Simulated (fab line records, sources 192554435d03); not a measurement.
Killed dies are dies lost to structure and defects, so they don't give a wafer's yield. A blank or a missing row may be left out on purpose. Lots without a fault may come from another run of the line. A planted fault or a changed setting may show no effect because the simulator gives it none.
fab line records | flow n5_finfet | part 1 of 2: steps 1 to 16 of 26
record lots=5 wafers=15 last_day=16
route steps=1938 shown BEOL_M0@715
lots that met no fault: from a run of the same line without faults
start_h: hours from the record's first day to the start of the lot's first wafer shown | wait_h: hours since the lot's step before | " the same as in the row above | L1.1+2: a row that stands for several wafers | - no value, or no start given | * or withheld: withheld | < > ~ a bound
route shown NAME@n: a module of which the file shows steps, and the number in the route of the first | usual: mean/standard deviation of fault-free wafers | same: alike in all rows | chamber/n: place in a boat | sites: the reading at each site | _std_site: their standard deviation | _edge_site: outer sites' mean less inner sites' | radius_mm: how far each site lies from the wafer's centre | mask NAME#n: copy n | behind: the tool/chamber that last shaped the wafer | hold: why the lot was held/for how many hours/how that ended | device: the transistor (n, p or np) that didn't switch | end of line: the same wafers' tests at the end of the route | a step without rows: its recipe alone | killed: dies lost to structure and defects at the first sort, not the wafer's yield | map: a wafer's dies, x killed, . not, _ none there
set.NAME: the setting as run; set.NAME@STEP: as run at that earlier step | model.NAME: the simulator's own value behind a step, which no gauge read
lots at some steps of the route; a table a step, a row a wafer
services: from which hour (start_h, from the record's first day; less than 0 if before it) a tool's chamber was out of use, for how many hours, and why
## steps
# step N5_BEOL_M0_ETCH_138
# recipe chemistry=CH3F/O2 target_depth_a=120 target=SiCN time_s=31.6 ion_energy_ev=120 pressure_mtorr=30 source_w=395 bias_w=75 Ar_flow_sccm=150 CH3F_flow_sccm=30 O2_flow_sccm=20 ends=cleared
# usual chamber_pressure_mTorr=29.999/0.027 drypump_motor_current_A=5.8/0.59 etch_rf_on_time_s=29.0/0.88 oes_product_au=0.68/0.073 rf_vpp_V=296.7/1.4 showerhead_plenum_p_Torr=1.97/0.059 throttle_valve_pct=16.26/0.29
# columns lot.wafer tool chamber start_h wait_h chamber_pressure_mTorr drypump_motor_current_A etch_rf_on_time_s oes_product_au rf_hours_counter_h rf_vpp_V showerhead_plenum_p_Torr throttle_valve_pct
L074.2 rie_diel-06 3 121.68 0.0 29.983 6.4 29.6 0.64 156 300.1 2.08 16.44
L074.3 " 1 " " 29.998 5.9 28.7 0.59 240 295.5 1.89 16.34
L074.6 " 1 " " 30.010 5.9 29.9 0.59 - 296.8 1.89 16.33
L077.3 rie_diel-05 0 133.48 0.0 29.996 6.0 28.4 0.67 113 295.9 1.92 16.11
L077.5 " 2 " " 30.018 6.6 29.9 0.62 - 298.7 1.98 16.38
L077.6 " 3 " " 30.019 4.8 29.6 0.74 - 297.5 1.97 15.83
L083.1 rie_diel-02 0 168.41 0.0 30.037 5.0 27.3 0.76 43 296.4 1.96 16.08
L083.3 " 3 " " 29.975 6.0 29.0 0.60 218 297.6 1.98 16.55
L083.4 " 2 " " 29.981 6.2 29.3 0.68 87 296.7 1.95 16.35
L085.1 rie_diel-02 2 181.97 0.0 30.003 6.2 29.0 0.68 92 297.3 1.95 16.38
L085.3 " 1 " " 29.961 5.5 29.1 0.74 37 296.5 1.96 15.81
L085.4 " 3 " " 29.937 6.0 29.8 0.61 222 296.3 1.98 16.56
L091.1 rie_diel-06 1 214.15 0.0 29.988 5.9 28.9 0.81 13 299.0 2.13 15.94
L091.4 " 1 " " 29.997 5.9 29.7 0.81 - 300.5 2.13 15.93
L091.5 " 0 " " 29.949 4.9 30.3 0.60 - 297.0 1.89 16.76
# step N5_BEOL_M0_HM_OPEN_105
# recipe chemistry=Cl2/BCl3 target_depth_a=120 target=TiN ion_energy_ev=150 pressure_mtorr=10 icp_w=1000 bias_w=126 Cl2_flow_sccm=53.25 bcl3_flow_sccm=21.75 Ar_flow_sccm=25
# usual chamber_pressure_mTorr=9.998/0.0094 drypump_motor_current_A=5.99/0.23 oes_product_au=0.75/0.1 throttle_valve_pct=22.04/0.24
# columns lot.wafer tool chamber start_h wait_h chamber_pressure_mTorr drypump_motor_current_A oes_product_au rf_hours_counter_h throttle_valve_pct
L074.2 rie_metal-01 1 122.08 0.4 9.989 6.06 0.63 98 22.41
L074.3 " 0 " " 10.000 6.18 0.71 - 21.92
L074.6 " 0 " " 10.014 6.18 0.71 - 21.91
L077.3 rie_metal-01 1 134.23 0.7 9.990 5.99 0.63 - 22.42
L077.5 " 0 " " 9.993 6.16 0.70 - 21.93
L077.6 " 1 " " 9.984 5.98 0.63 - 22.41
L083.1 rie_metal-01 1 168.55 0.1 10.001 6.06 0.63 102 22.42
L083.3 " 1 " " 10.005 5.99 0.62 - 22.42
L083.4 " 0 " " 10.008 6.18 0.70 - 21.93
L085.1 rie_metal-01 1 183.52 1.5 10.003 6.05 0.63 104 22.43
L085.3 " 1 " " 10.006 6.05 0.63 - 22.42
L085.4 " 0 " " 9.991 6.16 0.70 - 21.92
L091.1 rie_metal-02 1 217.68 3.5 9.998 5.50 0.86 11 21.97
L091.4 " 0 " " 9.996 5.82 0.84 - 21.91
L091.5 " 1 " " 9.983 5.51 0.85 - 21.94
# step N5_BEOL_M0_STRIP_140
# recipe chemistry=CF4 resist=SiARC power_w=300 bias_power_w=75 pressure_mtorr=50 cf4_flow_sccm=150 rf_frequency_hz=6e+07
# usual chamber_pressure_mTorr=50.00/0.07 drypump_motor_current_A=5.9/0.62 oes_product_au=0.79/0.082 rf_vpp_V=270.7/1.5 showerhead_plenum_p_Torr=1.77/0.05 throttle_valve_pct=13.52/0.3
# columns lot.wafer tool chamber start_h wait_h chamber_pressure_mTorr drypump_motor_current_A oes_product_au rf_hours_counter_h rf_vpp_V showerhead_plenum_p_Torr throttle_valve_pct
L074.2 rie_diel-02 3 122.25 0.1 50.07 5.9 0.71 199 271.7 1.79 13.84
L074.3 " 2 " " 49.87 6.3 0.80 72 270.5 1.75 13.53
L074.6 " 1 " " 50.05 5.5 0.91 - 270.4 1.77 13.05
L077.3 rie_diel-05 2 134.60 0.3 50.05 6.6 0.71 188 271.7 1.79 13.72
L077.5 " 2 " " 50.02 6.6 0.71 - 273.7 1.79 13.70
L077.6 " 1 " " 50.02 6.4 0.90 - 271.0 1.76 13.40
L083.1 rie_diel-06 3 168.74 0.1 49.94 6.5 0.73 175 271.6 1.85 13.71
L083.3 " 0 " " 49.91 4.9 0.71 209 269.8 1.70 14.01
L083.4 " 2 " " 49.88 6.2 0.91 - 270.3 1.78 13.46
L085.1 rie_diel-05 0 183.77 0.2 49.83 6.0 0.76 134 271.1 1.72 13.43
L085.3 " 2 " " 49.97 6.6 0.70 207 270.3 1.78 13.77
L085.4 " 0 " " 49.95 6.0 0.75 - 269.3 1.72 13.46
L091.1 rie_diel-06 3 217.98 0.2 50.01 6.4 0.72 195 272.0 1.84 13.77
L091.4 " 0 " " 50.05 4.8 0.69 229 268.3 1.70 14.05
L091.5 " 2 " " 49.93 6.2 0.87 - 270.1 1.77 13.50
# step N5_BEOL_M0_STRIP_104
# recipe chemistry=N2/H2 power_w=450 temp_c=40 pressure_mtorr=20 rf_frequency_hz=6e+07 overash_fraction=0.3 bias_power_w=7 h2_frac=0.5 n2_flow_sccm=200 h2_flow_sccm=200
# usual chamber_pressure_mTorr=20.00/0.038 drypump_motor_current_A=5.9/0.62 oes_product_au=0.80/0.089 rf_vpp_V=59.2/1.6 showerhead_plenum_p_Torr=2.50/0.076 throttle_valve_pct=23.6/0.45
# columns lot.wafer tool chamber start_h wait_h chamber_pressure_mTorr drypump_motor_current_A oes_product_au rf_hours_counter_h rf_vpp_V showerhead_plenum_p_Torr throttle_valve_pct
L074.2 rie_diel-02 3 122.27 0.0 19.99 6.0 0.72 199 57.8 2.53 24.0
L074.3 " 2 " " 19.99 6.2 0.81 72 57.2 2.47 23.6
L074.6 " 1 " " 20.04 5.5 0.92 - 61.9 2.48 22.8
L077.3 rie_diel-05 2 134.62 0.0 20.05 6.6 0.73 188 60.0 2.53 23.9
L077.5 " 2 " " 20.02 6.6 0.72 - 61.3 2.53 23.9
L077.6 " 1 " " 19.95 6.4 0.93 - 57.7 2.47 23.1
L083.1 rie_diel-06 3 168.76 0.0 19.99 6.4 0.75 175 60.2 2.65 24.1
L083.3 " 0 " " 20.00 4.9 0.71 209 58.5 2.42 24.2
L083.4 " 2 " " 19.99 6.2 0.93 - 57.8 2.49 23.5
L085.1 rie_diel-05 0 183.79 0.0 19.95 6.0 0.78 134 61.0 2.46 23.5
L085.3 " 2 " " 20.04 6.6 0.72 207 59.1 2.52 23.9
L085.4 " 0 " " 19.93 6.0 0.77 - 58.3 2.46 23.5
L091.1 rie_diel-06 3 218.00 0.0 20.00 6.5 0.72 195 59.3 2.65 24.1
L091.4 " 0 " " 20.04 4.9 0.69 229 59.2 2.41 24.2
L091.5 " 2 " " 19.98 6.2 0.89 - 58.7 2.48 23.6
# step N5_BEOL_M0_WET_ETCH_106
# recipe chemistry=DHF dilution=10:1 temp_c=25 target=SiO2 target_depth_a=1300 dry=ipa_marangoni rinse_time_s=30 rinse_temp_c=23
# columns lot.wafer tool chamber start_h wait_h
L074.2+3+6 wet_bench-01 0,4,7 122.34 -
L077.3+5+6 wet_bench-05 5,2,1 134.69 -
L083.1+3+4 wet_bench-01 3,4,1 168.83 -
L085.1+3+4 wet_bench-01 7,5,4 183.86 -
L091.1+4+5 wet_bench-04 0,3,2 218.07 -
# step N5_BEOL_M0_ETCH_128
# recipe chemistry=CF4/N2 target_depth_a=120 overetch_a=51 target=SiCN time_s=21.4 ion_energy_ev=150 pressure_mtorr=40 source_w=430 bias_w=70 Ar_flow_sccm=100 cf4_flow_sccm=60 n2_flow_sccm=60
# usual chamber_pressure_mTorr=40.00/0.04 drypump_motor_current_A=5.9/0.55 oes_product_au=0.55/0.061 rf_vpp_V=381.4/1.7 showerhead_plenum_p_Torr=2.18/0.065 throttle_valve_pct=15.38/0.29
# columns lot.wafer tool chamber start_h wait_h chamber_pressure_mTorr drypump_motor_current_A oes_product_au rf_hours_counter_h rf_vpp_V showerhead_plenum_p_Torr throttle_valve_pct
L074.2 rie_diel-06 0 122.39 0.0 39.98 4.9 0.49 191 379.0 2.11 15.81
L074.3 " 2 " " 40.02 6.2 0.66 4 380.9 2.18 15.29
L074.6 " 2 " " 40.03 6.2 0.67 - 381.0 2.18 15.29
L077.3 rie_diel-02 3 135.21 0.5 39.94 6.0 0.48 - 383.6 2.20 15.70
L077.5 " 3 " " 40.02 5.9 0.50 - 382.3 2.20 15.68
L077.6 " 1 " " 39.96 5.5 0.62 - 381.5 2.17 14.91
L083.1 rie_diel-02 1 169.60 0.7 39.94 5.5 0.59 33 381.1 2.16 14.93
L083.3 " 2 " " 40.07 6.2 0.55 88 381.4 2.15 15.44
L083.4 " 3 " " 39.97 6.0 0.49 218 382.3 2.19 15.72
L085.1 rie_diel-06 3 184.00 0.1 40.00 6.5 0.50 182 382.7 2.28 15.60
L085.3 " 0 " " 40.00 4.9 0.49 216 378.5 2.10 15.88
L085.4 " 1 " " 39.95 5.9 0.69 2 384.6 2.35 15.02
L091.1 rie_diel-02 3 218.13 0.0 39.96 6.0 0.48 235 382.2 2.19 15.73
L091.4 " 2 " " 40.00 6.2 0.54 105 381.0 2.14 15.48
L091.5 " 2 " " 40.03 6.3 0.54 - 381.1 2.14 15.49
# step N5_BEOL_M0_TRENCH_ETCH_107
# recipe chemistry=C4F6/O2 target_depth_a=328 target=SiOC time_s=16.4 ion_energy_ev=250 pressure_mtorr=30 source_w=355 bias_w=185 Ar_flow_sccm=300 C4F6_flow_sccm=10 O2_flow_sccm=10
# usual chamber_pressure_mTorr=29.998/0.03 drypump_motor_current_A=5.9/0.55 oes_f_703_au=0.81/0.09 oes_o_777_au=0.81/0.09 oes_product_au=0.80/0.094 rf_vpp_V=658/11 showerhead_plenum_p_Torr=2.81/0.084 throttle_valve_pct=20.82/0.27
# columns lot.wafer tool chamber start_h wait_h chamber_pressure_mTorr drypump_motor_current_A oes_f_703_au oes_o_777_au oes_product_au rf_hours_counter_h rf_vpp_V showerhead_plenum_p_Torr throttle_valve_pct
L074.2 rie_diel-06 0 122.44 0.0 29.988 4.9 0.74 0.74 0.73 191 649 2.71 21.26
L074.3 " 2 " " 29.980 6.2 0.99 0.98 0.98 4 647 2.81 20.79
L074.6 " 2 " " 29.974 6.2 1.00 1.00 0.98 - 648 2.81 20.78
L077.3 rie_diel-02 3 135.26 0.0 29.975 6.0 0.73 0.73 0.70 - 674 2.83 21.07
L077.5 " 3 " " 29.984 6.0 0.73 0.73 0.71 - 675 2.83 21.08
L077.6 " 1 " " 30.036 5.5 0.91 0.91 0.90 - 655 2.80 20.34
L083.1 rie_diel-02 1 169.64 0.0 29.993 5.5 0.88 0.88 0.88 33 657 2.79 20.37
L083.3 " 2 " " 29.989 6.2 0.81 0.82 0.80 88 642 2.78 20.95
L083.4 " 3 " " 29.999 6.0 0.72 0.72 0.70 218 675 2.82 21.11
L085.1 rie_diel-06 3 184.05 0.0 29.987 6.5 0.73 0.73 0.72 182 655 2.95 21.04
L085.3 " 0 " " 29.940 4.9 0.73 0.72 0.72 216 649 2.70 21.31
L085.4 " 1 " " 30.019 5.9 0.99 1.00 0.98 2 665 3.03 20.50
L091.1 rie_diel-02 3 218.17 0.0 29.990 6.0 0.71 0.71 0.69 235 675 2.81 21.14
L091.4 " 2 " " 30.007 6.2 0.79 0.80 0.77 105 643 2.77 20.97
L091.5 " 2 " " 29.983 6.2 0.79 0.81 0.77 - 642 2.77 20.99
# step N5_BEOL_M0_STRIP_142
# recipe chemistry=N2/H2 time_s=10 power_w=450 temp_c=40 pressure_mtorr=20 rf_frequency_hz=6e+07 bias_power_w=7 n2_flow_sccm=200 h2_flow_sccm=200
# usual chamber_pressure_mTorr=20.004/0.021 drypump_motor_current_A=5.9/0.55 oes_product_au=0.80/0.095 rf_vpp_V=59.0/0.89 showerhead_plenum_p_Torr=2.50/0.08 throttle_valve_pct=23.6/0.46
# columns lot.wafer tool chamber start_h wait_h chamber_pressure_mTorr drypump_motor_current_A oes_product_au rf_hours_counter_h rf_vpp_V showerhead_plenum_p_Torr throttle_valve_pct
L074.2 rie_diel-06 0 122.46 0.0 19.990 4.9 0.72 191 59.6 2.42 24.2
L074.3 " 2 " " 19.968 6.2 0.99 4 59.4 2.49 23.5
L074.6 " 2 " " 20.005 6.2 1.00 - 59.3 2.49 23.5
L077.3 rie_diel-02 3 135.31 0.0 19.990 6.0 0.70 - 58.9 2.52 24.0
L077.5 " 3 " " 19.983 6.0 0.71 - 58.6 2.52 24.0
L077.6 " 1 " " 20.028 5.5 0.89 - 60.0 2.48 22.9
L083.1 rie_diel-02 1 169.67 0.0 19.991 5.5 0.87 33 57.3 2.47 22.9
L083.3 " 2 " " 20.016 6.2 0.79 88 57.8 2.47 23.6
L083.4 " 3 " " 19.985 6.0 0.70 218 59.7 2.52 24.1
L085.1 rie_diel-06 3 184.07 0.0 20.003 6.5 0.72 182 60.1 2.65 24.1
L085.3 " 0 " " 20.004 4.9 0.70 216 59.0 2.41 24.2
L085.4 " 1 " " 19.995 5.9 0.99 2 60.4 2.69 22.9
L091.1 rie_diel-02 3 218.19 0.0 19.998 6.0 0.69 235 59.2 2.51 24.1
L091.4 " 2 " " 20.026 6.3 0.77 105 61.3 2.46 23.7
L091.5 " 2 " " 20.001 6.3 0.77 - 57.6 2.46 23.7
# step N5_BEOL_M0_OCD_MEAS_108
# usual trench_depth_nm=32.8/0.78
# columns lot.wafer tool chamber start_h wait_h trench_depth_nm
L074.2 ocd-02 - 122.54 0.1 33.5
L074.3 " - " " 33.2
L074.6 " - " " 33.4
L077.3 ocd-02 - 135.40 0.1 32.8
L077.5 " - " " 32.0
L077.6 " - " " 32.4
L083.1 ocd-01 - 169.75 0.1 32.8
L083.3 " - " " 33.1
L083.4 " - " " 33.0
L085.1 ocd-01 - 184.15 0.1 31.1
L085.3 " - " " 33.4
L085.4 " - " " 32.2
L091.1 ocd-01 - 218.27 0.1 32.3
L091.4 " - " " 32.4
L091.5 " - " " 32.1
# step N5_BEOL_M0_HM_STRIP_129
# recipe chemistry=peroxide_tin_strip material=TiN target_depth_a=170 temp_c=50 time_s=108
# columns lot.wafer tool chamber start_h wait_h
L074.2+3+6 wet_bench-05 2,5,0 122.57 0.0
L077.3+5+6 wet_bench-04 6,3,1 135.43 0.0
L083.1+3+4 wet_bench-01 7,3,1 169.79 0.0
L085.1+3+4 wet_bench-04 4,7,2 184.18 0.0
L091.1+4+5 wet_bench-01 5,0,6 218.41 0.1
# step N5_BEOL_M0_SRD_130
# recipe time_s=30 temp_c=23 rinse_liquid=diw dry=ipa_marangoni
# columns lot.wafer tool chamber start_h wait_h
L074.2+3+6 wet_bench-05 2,5,0 122.60 0.0
L077.3+5+6 wet_bench-04 6,3,1 135.46 0.0
L083.1+3+4 wet_bench-01 7,3,1 169.82 0.0
L085.1+3+4 wet_bench-04 4,7,2 184.22 0.0
L091.1+4+5 wet_bench-01 5,0,6 218.44 0.0
# step N5_BEOL_M0_ETCH_109
# recipe chemistry=CH3F/O2 target_depth_a=80 overetch_a=24 target=SiCN time_s=27.4 ion_energy_ev=120 pressure_mtorr=30 source_w=395 bias_w=75 Ar_flow_sccm=150 CH3F_flow_sccm=30 O2_flow_sccm=20
# usual chamber_pressure_mTorr=30.001/0.026 drypump_motor_current_A=5.8/0.59 oes_product_au=0.68/0.07 rf_vpp_V=296.6/1.4 showerhead_plenum_p_Torr=1.97/0.055 throttle_valve_pct=16.27/0.27
# columns lot.wafer tool chamber start_h wait_h chamber_pressure_mTorr drypump_motor_current_A oes_product_au rf_hours_counter_h rf_vpp_V showerhead_plenum_p_Torr throttle_valve_pct
L074.2 rie_diel-06 0 122.65 0.0 30.002 4.9 0.59 191 294.6 1.90 16.71
L074.3 " 1 " " 30.026 5.9 0.59 241 295.2 1.89 16.32
L074.6 " 3 " " 30.018 6.5 0.63 - 298.4 2.08 16.47
L077.3 rie_diel-06 2 135.51 0.0 30.000 6.2 0.81 9 297.3 1.97 16.17
L077.5 " 3 " " 30.006 6.5 0.65 - 298.7 2.08 16.45
L077.6 " 2 " " 30.011 6.2 0.81 - 295.9 1.97 16.17
L083.1 rie_diel-06 0 170.08 0.2 29.998 4.9 0.60 210 294.4 1.90 16.73
L083.3 " 3 " " 30.077 6.5 0.62 176 299.1 2.08 16.49
L083.4 " 2 " " 30.054 6.2 0.78 - 296.7 1.96 16.19
L085.1 rie_diel-02 2 184.26 0.0 29.979 6.2 0.66 92 297.0 1.95 16.36
L085.3 " 1 " " 29.981 5.5 0.74 37 298.7 1.95 15.82
L085.4 " 0 " " 30.050 5.0 0.74 48 296.4 1.95 16.09
L091.1 rie_diel-06 3 218.49 0.0 30.003 6.4 0.61 195 299.2 2.07 16.53
L091.4 " 1 " " 29.972 5.9 0.80 15 300.7 2.13 15.94
L091.5 " 0 " " 30.018 4.9 0.60 - 294.3 1.89 16.77
# step N5_BEOL_M0_STRIP_139
# recipe chemistry=post_etch_residue_remover time_s=60 temp_c=25 remover_ph=withheld remover_water_wt_pct=withheld remover_fluoride_wt_pct=withheld
# columns lot.wafer tool chamber start_h wait_h
L074.2+3+6 wet_bench-04 4,6,7 122.76 0.1
L077.3+5+6 wet_bench-01 7,3,2 135.61 0.1
L083.1+3+4 wet_bench-01 6,5,7 170.18 0.1
L085.1+3+4 wet_bench-01 0,1,7 184.36 0.1
L091.1+4+5 wet_bench-04 4,6,5 218.59 0.1
# step N5_BEOL_M0_SRD_111
# recipe time_s=30 temp_c=23 rinse_liquid=diw dry=ipa_marangoni
# columns lot.wafer tool chamber start_h wait_h
L074.2+3+6 wet_bench-04 4,6,7 122.77 0.0
L077.3+5+6 wet_bench-01 7,3,2 135.63 0.0
L083.1+3+4 wet_bench-01 6,5,7 170.20 0.0
L085.1+3+4 wet_bench-01 0,1,7 184.41 0.0
L091.1+4+5 wet_bench-04 4,6,5 218.61 0.0
# step N5_BEOL_M0_DEGAS_112
# recipe ambient=vacuum temp_c=250 time_s=60
# usual heater_power_w=341/29
# columns lot.wafer tool chamber start_h wait_h heater_power_w
L074.2 pvd_sputter-02 - 123.31 0.5 342
L074.3 " - " " 423
L074.6 " - " " 412
L077.3 pvd_sputter-03 - 135.91 0.3 329
L077.5 " - " " 328
L077.6 " - " " 334
L083.1 pvd_sputter-03 - 171.25 1.0 343
L083.3 " - " " 329
L083.4 " - " " 320
L085.1 pvd_sputter-01 - 184.88 0.4 315
L085.3 " - " " 303
L085.4 " - " " 341
L091.1 pvd_sputter-03 - 219.12 0.5 315
L091.4 " - " " 358
L091.5 " - " " 357
# step N5_BEOL_M0_PRE_CLEAN_113
# recipe gas=H2/He time_s=30 temp_c=250
# usual heater_power_w=341/28
# columns lot.wafer tool chamber start_h wait_h heater_power_w
L074.2 pvd_sputter-02 - 123.35 0.0 347
L074.3 " - " " 401
L074.6 " - " " 421
L077.3 pvd_sputter-03 - 135.95 0.0 324
L077.5 " - " " 326
L077.6 " - " " 336
L083.1 pvd_sputter-03 - 171.29 0.0 358
L083.3 " - " " 327
L083.4 " - " " 322
L085.1 pvd_sputter-01 - 184.92 0.0 319
L085.3 " - " " 312
L085.4 " - " " 333
L091.1 pvd_sputter-03 - 219.16 0.0 323
L091.4 " - " " 366
L091.5 " - " " 360
